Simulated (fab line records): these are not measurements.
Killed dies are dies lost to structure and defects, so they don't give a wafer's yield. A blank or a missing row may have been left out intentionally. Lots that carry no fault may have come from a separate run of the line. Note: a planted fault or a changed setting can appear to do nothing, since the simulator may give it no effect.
fab line records | flow nand_harc
record lots=13 | wafers=39 | last_day=33
route steps=1302 shown P_BONDPAD@385 A_ZERO_WELL@404 A_ONON_D1@424 END@1302
lots with no fault: from the same line, run without faults
start_h: hours from the record's opening day to when the first of the lot's shown wafers began | wait_h: hours elapsed since this lot's preceding step | " repeats the value in the row above | L1.1+2: a single row standing in for several wafers | - either no value or no given start | * or withheld: withheld | < > ~ a bound
route shown NAME@n: names a module that has steps shown in the file, with the first one's number in the route | usual: mean/standard deviation taken from wafers without a fault | same: alike in all rows | chamber/n: place in a boat | sites: readings site by site | _std_site: their standard deviation | _edge_site: inner sites' mean taken away from outer sites' mean | radius_mm: how far each site lies from the wafer's centre | mask NAME#n: copy n | behind: the tool/chamber that last shaped the wafer | hold: the reason the lot was held/the length of the hold in hours/how it ended | device: the n, p or np transistor that did not switch | end of line: the route-end tests of the same wafers | a step given without rows: its recipe and nothing more | killed: count of dies lost to structure and defects at first sort (not the wafer's yield) | map: a wafer's dies, marking killed ones x, the rest . and places with no die _
set.NAME: setting as actually run; set.NAME@STEP: the setting as run at that earlier step | model.NAME: the simulator's own value behind a step, which no gauge read
the route's steps for a sample of lots (tables are steps, rows are wafers)
services: when a tool's chamber went out of use (start_h, in hours from the record's first day, below 0 if earlier), for how many hours, and the reason
## steps
# step NHARC_P_BONDPAD_INSPECT_23
# usual raw_defect_count=319/110
lot.wafer | tool              | chamber | start_h | wait_h | raw_defect_count
L808.2    | defect_inspect-02 | -       | 150.15  | 0.0    | 278
L808.3    | "                 | -       | "       | "      | 304
L808.5    | "                 | -       | "       | "      | 267
L812.1    | defect_inspect-02 | -       | 187.41  | 0.0    | 263
L812.4    | "                 | -       | "       | "      | 390
L812.6    | "                 | -       | "       | "      | 232
L811.2    | defect_inspect-02 | -       | 187.79  | 0.0    | 314
L811.3    | "                 | -       | "       | "      | 279
L811.5    | "                 | -       | "       | "      | 302
L813.2    | defect_inspect-02 | -       | 205.25  | 0.0    | 275
L813.4    | "                 | -       | "       | "      | 237
L813.6    | "                 | -       | "       | "      | 312
L814.1    | defect_inspect-02 | -       | 210.90  | 0.0    | 236
L814.2    | "                 | -       | "       | "      | 174
L814.3    | "                 | -       | "       | "      | 216
L815.1    | defect_inspect-02 | -       | 217.57  | 0.0    | 242
L815.3    | "                 | -       | "       | "      | 323
L815.6    | "                 | -       | "       | "      | 430
L823.1    | defect_inspect-01 | -       | 297.63  | 0.0    | 202
L823.4    | "                 | -       | "       | "      | 388
L823.5    | "                 | -       | "       | "      | 237
L824.2    | defect_inspect-01 | -       | 305.72  | 0.0    | 418
L824.4    | "                 | -       | "       | "      | 405
L824.5    | "                 | -       | "       | "      | 492
L825.1    | defect_inspect-02 | -       | 322.51  | 0.0    | 352
L825.5    | "                 | -       | "       | "      | 257
L825.6    | "                 | -       | "       | "      | 241
L826.1    | defect_inspect-02 | -       | 323.35  | 0.0    | 264
L826.2    | "                 | -       | "       | "      | 207
L826.5    | "                 | -       | "       | "      | 312
L827.1    | defect_inspect-02 | -       | 337.97  | 0.0    | 257
L827.2    | "                 | -       | "       | "      | 331
L827.5    | "                 | -       | "       | "      | 204
L828.1    | defect_inspect-02 | -       | 350.55  | 0.0    | 367
L828.2    | "                 | -       | "       | "      | 333
L828.5    | "                 | -       | "       | "      | 553
L830.1    | defect_inspect-02 | -       | 368.00  | 0.0    | 418
L830.3    | "                 | -       | "       | "      | 326
L830.6    | "                 | -       | "       | "      | 354
# step NHARC_A_ZERO_WELL_ETCH_19
# recipe target_depth_a=800 | overetch_a=240 | time_s=87.88 | ion_energy_ev=200 | n2_flow_sccm=150 | h2_flow_sccm=150 | ar_flow_sccm=0 | rf_w=400 | bias_w=150 | chemistry=N2/H2
# usual bias_w=150.1/0.42 | drypump_motor_current_A=5.8/0.35 | oes_product_au=1.002/0.0095 | rf_vpp_V=430.1/2.6 | showerhead_plenum_p_Torr=2.03/0.088 | throttle_valve_pct=14.170/0.0099
lot.wafer | tool        | chamber | start_h | wait_h | bias_w | drypump_motor_current_A | oes_product_au | rf_hours_counter_h | rf_vpp_V | showerhead_plenum_p_Torr | throttle_valve_pct
L808.2    | rie_diel-10 | 0       | 151.72  | 0.1    | 150.3  | 5.8                     | 1.014          | 3                  | 432.8    | 2.13                     | 14.174
L808.3    | "           | 2       | "       | "      | 149.7  | 5.7                     | 1.019          | 3                  | 432.3    | 2.14                     | 14.182
L808.5    | "           | 2       | "       | "      | 150.6  | 5.7                     | 1.015          | -                  | 432.1    | 2.14                     | 14.166
L812.4    | rie_diel-11 | 3       | 188.95  | 0.1    | 149.9  | 5.9                     | 0.985          | 34                 | 430.5    | 2.00                     | 14.169
L812.1    | "           | 2       | "       | "      | 149.8  | 6.4                     | 1.014          | 35                 | 428.3    | 1.97                     | 14.168
L812.6    | "           | 0       | "       | "      | 150.0  | 5.5                     | 0.991          | -                  | 432.0    | 2.07                     | 14.175
L811.3    | rie_diel-11 | 0       | 189.33  | 0.1    | 149.5  | 5.5                     | 0.994          | 29                 | 432.8    | 2.07                     | 14.157
L811.2    | "           | 2       | "       | "      | 149.9  | 6.4                     | 1.011          | 35                 | 428.2    | 1.97                     | 14.152
L811.5    | "           | 0       | "       | "      | 150.3  | 5.5                     | 0.992          | -                  | 430.0    | 2.07                     | 14.152
L813.4    | rie_diel-10 | 2       | 206.79  | 0.1    | 151.1  | 5.7                     | 1.005          | 4                  | 431.9    | 2.14                     | 14.183
L813.2    | "           | 0       | "       | "      | 150.0  | 5.8                     | 1.027          | 4                  | 433.0    | 2.13                     | 14.171
L813.6    | "           | 2       | "       | "      | 150.5  | 5.7                     | 1.010          | -                  | 432.7    | 2.14                     | 14.159
L814.2    | rie_diel-10 | 3       | 212.34  | 0.1    | 150.1  | 6.3                     | 1.014          | 1                  | 429.8    | 1.96                     | 14.166
L814.1    | "           | 0       | "       | "      | 150.0  | 5.8                     | 1.019          | 4                  | 430.9    | 2.13                     | 14.157
L814.3    | "           | 1       | "       | "      | 151.0  | 5.2                     | 0.988          | 4                  | 430.4    | 1.96                     | 14.168
L815.1    | rie_diel-10 | 1       | 219.13  | 0.1    | 150.3  | 5.2                     | 0.999          | 4                  | 427.8    | 1.96                     | 14.184
L815.3    | "           | 2       | "       | "      | 150.0  | 5.7                     | 0.999          | 4                  | 433.0    | 2.14                     | 14.177
L815.6    | "           | 3       | "       | "      | 150.5  | 6.3                     | 0.992          | -                  | 429.5    | 1.96                     | 14.164
L823.1    | rie_diel-11 | 3       | 299.21  | 0.1    | 149.8  | 5.8                     | 1.001          | 10                 | 429.7    | 1.99                     | 14.166
L823.4    | "           | 0       | "       | "      | 149.8  | 5.5                     | 0.999          | 10                 | 430.8    | 2.06                     | 14.162
L823.5    | "           | 3       | "       | "      | 149.8  | 5.9                     | 1.004          | -                  | 428.5    | 1.99                     | 14.183
L824.2    | rie_diel-10 | 2       | 307.28  | 0.1    | 150.3  | 5.7                     | 1.005          | 2                  | 432.5    | 2.14                     | 14.180
L824.4    | "           | 0       | "       | "      | 149.5  | 5.8                     | 0.995          | 2                  | 432.6    | 2.13                     | 14.172
L824.5    | "           | 1       | "       | "      | 150.3  | 5.2                     | 1.008          | -                  | 427.2    | 1.96                     | 14.147
L825.1    | rie_diel-10 | 2       | 323.96  | 0.1    | 149.7  | 5.7                     | 1.006          | 2                  | 435.7    | 2.14                     | 14.159
L825.6    | "           | 3       | "       | "      | 150.0  | 6.3                     | 1.003          | -                  | 426.8    | 1.96                     | 14.162
L825.5    | "           | 0       | "       | "      | 149.9  | 5.7                     | 1.004          | -                  | 432.5    | 2.13                     | 14.156
L826.2    | rie_diel-11 | 3       | 324.91  | 0.1    | 150.7  | 5.9                     | 1.009          | 17                 | 431.5    | 1.99                     | 14.184
L826.1    | "           | 2       | "       | "      | 150.2  | 6.4                     | 1.011          | 17                 | 426.5    | 1.95                     | 14.170
L826.5    | "           | 3       | "       | "      | 150.5  | 5.9                     | 1.015          | -                  | 430.3    | 1.99                     | 14.187
L827.1    | rie_diel-09 | 2       | 339.54  | 0.1    | 150.2  | 5.6                     | 1.000          | 2                  | 424.8    | 1.90                     | 14.171
L827.2    | "           | 3       | "       | "      | 150.2  | 6.2                     | 1.016          | 2                  | 428.7    | 1.91                     | 14.177
L827.5    | "           | 3       | "       | "      | 150.1  | 6.2                     | 1.004          | -                  | 425.2    | 1.91                     | 14.182
L828.1    | rie_diel-10 | 3       | 352.10  | 0.1    | 149.7  | 6.3                     | 1.005          | 2                  | 428.1    | 1.96                     | 14.168
L828.2    | "           | 0       | "       | "      | 150.2  | 5.8                     | 1.000          | 2                  | 432.6    | 2.13                     | 14.165
L828.5    | "           | 3       | "       | "      | 150.0  | 6.3                     | 1.012          | -                  | 429.2    | 1.96                     | 14.169
L830.1    | rie_diel-10 | 1       | 369.43  | 0.1    | 149.6  | 5.2                     | 1.003          | 3                  | 429.3    | 1.96                     | 14.179
L830.3    | "           | 3       | "       | "      | 150.1  | 6.3                     | 1.014          | 3                  | 429.1    | 1.96                     | 14.163
L830.6    | "           | 1       | "       | "      | 150.0  | 5.2                     | 1.004          | -                  | 426.9    | 1.96                     | 14.172
# step NHARC_A_ONON_D1_DEP_00
# recipe target_thk_a=10000 | n2_flow_sccm=2750 | n2o_flow_sccm=2000 | nh3_flow_sccm=500 | sih4_flow_sccm=210 | temp_c=400
# usual n2_flow_sccm=2749/9.1 | n2o_flow_sccm=2000/5.2 | nh3_flow_sccm=500.2/1.5 | sih4_flow_sccm=209.9/0.67 | susceptor_temp_C=399.99/0.21
lot.wafer | tool          | chamber | start_h | wait_h | n2_flow_sccm | n2o_flow_sccm | nh3_flow_sccm | sih4_flow_sccm | susceptor_temp_C
L808.2    | pecvd_onon-04 | 0       | 174.25  | 0.1    | 2754         | 1996          | 500.1         | 210.3          | 399.96
L808.3    | "             | 0       | "       | "      | 2749         | 1999          | 499.4         | 209.1          | 399.82
L808.5    | "             | 0       | "       | "      | 2749         | 1994          | 499.2         | 209.5          | 400.01
L812.1    | pecvd_onon-01 | 0       | 210.78  | 0.1    | 2744         | 2008          | 498.6         | 210.2          | 399.78
L812.4    | "             | 0       | "       | "      | 2740         | 1997          | 500.7         | 209.8          | 399.85
L812.6    | "             | 0       | "       | "      | 2754         | 1997          | 498.6         | 210.1          | 399.98
L811.2    | pecvd_onon-04 | 0       | 210.83  | 0.1    | 2745         | 2001          | 501.1         | 210.1          | 399.89
L811.3    | "             | 0       | "       | "      | 2742         | 1995          | 499.5         | 210.0          | 400.18
L811.5    | "             | 0       | "       | "      | 2751         | 2003          | 500.5         | 210.2          | 400.21
L814.1    | pecvd_onon-04 | -       | 232.33  | 0.1    | -            | -             | -             | -              | -
L814.2    | "             | -       | "       | "      | -            | -             | -             | -              | -
L814.3    | "             | -       | "       | "      | -            | -             | -             | -              | -
L813.2    | pecvd_onon-01 | -       | 232.38  | 0.1    | -            | -             | -             | -              | -
L813.4    | "             | -       | "       | "      | -            | -             | -             | -              | -
L813.6    | "             | -       | "       | "      | -            | -             | -             | -              | -
L815.1    | pecvd_onon-03 | -       | 241.43  | 0.1    | -            | -             | -             | -              | -
L815.3    | "             | -       | "       | "      | -            | -             | -             | -              | -
L815.6    | "             | -       | "       | "      | -            | -             | -             | -              | -
L823.1    | pecvd_onon-03 | 0       | 322.01  | 0.1    | 2733         | 2001          | 498.4         | 210.5          | 400.26
L823.4    | "             | 0       | "       | "      | 2742         | 2006          | 500.7         | 211.4          | 400.07
L823.5    | "             | 0       | "       | "      | 2738         | 1996          | 498.3         | 210.4          | 400.36
L824.2    | pecvd_onon-04 | 0       | 329.87  | 0.1    | 2746         | 2008          | 501.3         | 209.1          | 400.30
L824.4    | "             | 0       | "       | "      | 2752         | 2011          | 498.6         | 208.5          | 400.35
L824.5    | "             | 0       | "       | "      | 2740         | 2004          | 499.1         | 209.0          | 399.95
L825.1    | pecvd_onon-03 | 0       | 344.59  | 0.1    | 2748         | 1995          | 499.7         | 209.6          | 399.82
L825.5    | "             | 0       | "       | "      | 2752         | 1990          | 501.7         | 209.2          | 400.11
L825.6    | "             | 0       | "       | "      | 2757         | 1994          | 502.1         | 208.9          | 399.99
L826.1    | pecvd_onon-04 | 0       | 344.59  | 0.1    | 2737         | 2006          | 499.4         | 209.4          | 399.88
L826.2    | "             | 0       | "       | "      | 2732         | 2004          | 499.0         | 209.4          | 400.03
L826.5    | "             | 0       | "       | "      | 2750         | 2001          | 499.1         | 210.0          | 400.13
L827.1    | pecvd_onon-04 | 0       | 363.86  | 0.1    | 2757         | 2000          | 498.9         | 211.0          | 399.90
L827.2    | "             | 0       | "       | "      | 2754         | 2000          | 498.2         | 210.7          | 400.10
L827.5    | "             | 0       | "       | "      | 2749         | 1999          | 501.4         | 209.3          | 400.10
L828.1    | pecvd_onon-01 | 0       | 373.25  | 0.1    | 2758         | 1990          | 501.8         | 210.0          | 400.08
L828.2    | "             | 0       | "       | "      | 2749         | 2003          | 500.9         | 210.2          | 399.95
L828.5    | "             | 0       | "       | "      | 2755         | 2000          | 501.8         | 210.5          | 399.91
L830.1    | pecvd_onon-04 | 0       | 392.73  | 0.1    | 2758         | 1997          | 499.4         | 210.4          | 400.13
L830.3    | "             | 0       | "       | "      | 2755         | 1995          | 499.3         | 211.2          | 400.12
L830.6    | "             | 0       | "       | "      | 2752         | 2001          | 498.5         | 209.9          | 400.23
# step NHARC_END_SORT_01
# recipe temp_c=25
# usual killed_at_array=53/19 | killed_at_other=0.8/1.2 | killed_at_periphery=3.7/2.3 | killed_dies=57/19 | killed_open=3.2/1.7 | killed_short=2.6/1.8
# same gross_dies=677
lot.wafer | tool      | chamber | start_h | wait_h | killed_at_array | killed_at_other | killed_at_periphery | killed_dies | killed_open | killed_short
L814.1    | prober-01 | 0       | 632.97  | 2.5    | 674             | 2               | 1                   | 677         | 2           | 1
L814.2    | prober-01 | 0       | 633.78  | 2.8    | 676             | 0               | 1                   | 677         | 4           | 3
L814.3    | prober-01 | 0       | 634.59  | 3.1    | 674             | 0               | 3                   | 677         | 6           | 3
L815.1    | prober-01 | 0       | 640.83  | 2.5    | 673             | 0               | 4                   | 677         | 1           | 2
L815.3    | prober-01 | 0       | 642.42  | 3.1    | 672             | 0               | 5                   | 677         | 5           | 3
L815.6    | prober-01 | 0       | 644.79  | 4.0    | 671             | 3               | 3                   | 677         | 2           | 0
L813.2    | prober-02 | 0       | 641.59  | 2.8    | 674             | 1               | 2                   | 677         | 1           | 1
L813.4    | prober-02 | 0       | 643.20  | 3.4    | 673             | 1               | 3                   | 677         | 3           | 2
L813.6    | prober-02 | 0       | 644.81  | 4.0    | 673             | 3               | 1                   | 677         | 5           | 0
# killed by level:class
L814.1 A_ONON_D1:area_dep=601 A_SLIT:chamber_film_flake=24 A_CHANNEL_HOLE_D2:chamber_film_flake=13 A_CHANNEL_HOLE_D1:chamber_film_flake=12 A_BONDPAD:chamber_film_flake=7 A_BLC:chamber_film_flake=5 A_STAIRCASE:chamber_film_flake=3 A_CONTACT:chamber_film_flake=3
L814.2 A_ONON_D1:area_dep=596 A_SLIT:chamber_film_flake=23 A_CHANNEL_HOLE_D1:chamber_film_flake=22 A_CHANNEL_HOLE_D2:chamber_film_flake=20 A_STAIRCASE:chamber_film_flake=4 A_CHANNEL_HOLE_D1:geometric_particle:open=2 A_CHANNEL_HOLE_D1:geometric_particle:short=2 A_DECK1_JOINT:chamber_film_flake=2
L814.3 A_ONON_D1:area_dep=610 A_SLIT:chamber_film_flake=22 A_CHANNEL_HOLE_D1:chamber_film_flake=13 A_CHANNEL_HOLE_D2:chamber_film_flake=8 A_STAIRCASE:chamber_film_flake=4 A_SOURCE_PLATE:geometric_particle:open=2 A_CHANNEL_FILL_D1:geometric_particle:open=2 A_ZERO_WELL:chamber_film_flake=2
L815.1 A_ONON_D1:area_dep=613 A_SLIT:chamber_film_flake=24 A_CHANNEL_HOLE_D1:chamber_film_flake=16 A_CHANNEL_HOLE_D2:chamber_film_flake=11 P_ZERO_WELL:chamber_film_flake=3 A_CONTACT:chamber_film_flake=2 A_SOURCE_PLATE:geometric_particle:short=1 A_ONON_D1:geometric_particle:short=1
L813.2 A_ONON_D1:area_dep=648 A_CHANNEL_HOLE_D2:chamber_film_flake=9 A_CONTACT:chamber_film_flake=7 A_CHANNEL_HOLE_D1:chamber_film_flake=6 P_M1:geometric_particle:open=1 A_SOURCE_PLATE:geometric_particle:short=1 P_STI:chamber_film_flake=1 A_STAIRCASE:chamber_film_flake=1
L815.3 A_ONON_D1:area_dep=595 A_CHANNEL_HOLE_D1:chamber_film_flake=32 A_CHANNEL_HOLE_D2:chamber_film_flake=15 A_SLIT:chamber_film_flake=15 A_ZERO_WELL:chamber_film_flake=3 A_WL_FILL:chamber_film_flake=3 A_WL_FILL:geometric_particle:short=2 P_CONTACT:geometric_particle:short=1
L813.4 A_ONON_D1:area_dep=644 A_CHANNEL_HOLE_D2:chamber_film_flake=8 A_CONTACT:chamber_film_flake=4 A_CHANNEL_HOLE_D1:chamber_film_flake=3 A_STAIRCASE:chamber_film_flake=3 A_BONDPAD:chamber_film_flake=3 P_STI:chamber_film_flake=2 A_CHANNEL_FILL_D1:geometric_particle:open=1
L815.6 A_ONON_D1:area_dep=609 A_SLIT:chamber_film_flake=21 A_CHANNEL_HOLE_D1:chamber_film_flake=16 A_CHANNEL_HOLE_D2:chamber_film_flake=15 A_BLC:chamber_film_flake=4 P_BONDPAD:chamber_film_flake=3 THIN_TSV:chamber_film_flake=3 A_CONTACT:chamber_film_flake=2
L813.6 A_ONON_D1:area_dep=646 A_CHANNEL_HOLE_D2:chamber_film_flake=6 A_CONTACT:chamber_film_flake=4 A_CHANNEL_HOLE_D1:chamber_film_flake=3 A_BLC:chamber_film_flake=3 THIN_TSV:chamber_film_flake=3 A_DECK1_JOINT:geometric_particle:open=2 A_CHANNEL_FILL_D2:chamber_film_flake=2
## services
tool          | chamber | start_h | hours | kind
pecvd_onon-04 | -       | 130.00  | 13.0  | pm
rie_diel-09   | -       | 143.10  | 9.0   | pm
rie_diel-10   | 0       | 148.00  | -     | clean
rie_diel-10   | 1       | 148.00  | -     | clean
rie_diel-10   | 2       | 148.00  | -     | clean
rie_diel-10   | 3       | 148.00  | -     | clean
rie_diel-10   | 0       | 172.50  | -     | clean
rie_diel-10   | 1       | 172.50  | -     | clean
rie_diel-10   | 2       | 172.50  | -     | clean
rie_diel-10   | 3       | 172.50  | -     | clean
rie_diel-10   | 0       | 197.00  | -     | clean
pecvd_onon-03 | -       | 214.17  | 0.1   | repair
pecvd_onon-03 | -       | 227.19  | 13.0  | pm
rie_diel-10   | -       | 242.54  | 9.0   | pm
rie_diel-11   | 3       | 254.05  | 4.2   | repair
rie_diel-11   | -       | 255.52  | 9.0   | pm
pecvd_onon-01 | -       | 269.35  | 13.0  | pm
rie_diel-09   | -       | 287.54  | 0.2   | repair
pecvd_onon-04 | -       | 311.00  | 13.0  | pm
rie_diel-09   | -       | 320.19  | 9.0   | pm
rie_diel-10   | 1       | 326.92  | 8.7   | repair
rie_diel-09   | -       | 332.54  | 0.6   | repair
rie_diel-10   | 2       | 375.63  | 15.9  | repair
rie_diel-11   | 3       | 384.84  | 1.2   | repair
## key
first_sign step=NHARC_A_ONON_D1_DEP_00 | reading=tool_record | direction=missing
effect step=NHARC_END_SORT_01 | reading=killed_dies | direction=up | sigmas=32 | usual=57 | struck=677
more_kills_born_at NHARC_A_ONON_D1_DEP_00@pecvd_onon-01=1938 | NHARC_A_ONON_D1_DEP_00@pecvd_onon-03=1817 | NHARC_A_ONON_D1_DEP_00@pecvd_onon-04=1807
met_at NHARC_A_ONON_D1_DEP_00
struck_lots L813,L814,L815
later_rows_left_out L813.2,L813.4,L813.6,L814.1,L814.2,L814.3,L815.1,L815.3,L815.6
tester_left_out L813,L814,L815
not_acting_at NHARC_P_BONDPAD_INSPECT_23,NHARC_A_ZERO_WELL_ETCH_19
onset_between 210.83 232.33
fault kind=skipped_step_whole | tool=pecvd_onon-01,pecvd_onon-03,pecvd_onon-04 | chamber=- | onset_h=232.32 | steps=NHARC_A_ONON_D1_DEP_00 | scope=struck_lots_only
# tester_left_out: of these lots the tester's yield and bins aren't shown, on N5 and GAA mostly nor the transistor test; their killed dies are dies lost to structure and defects alone, not to doping, threshold or leakage, so they don't give the yield
# later_rows_left_out: the simulator's readings of these wafers behind a module that went badly wrong aren't trusted and aren't shown, but for the sort
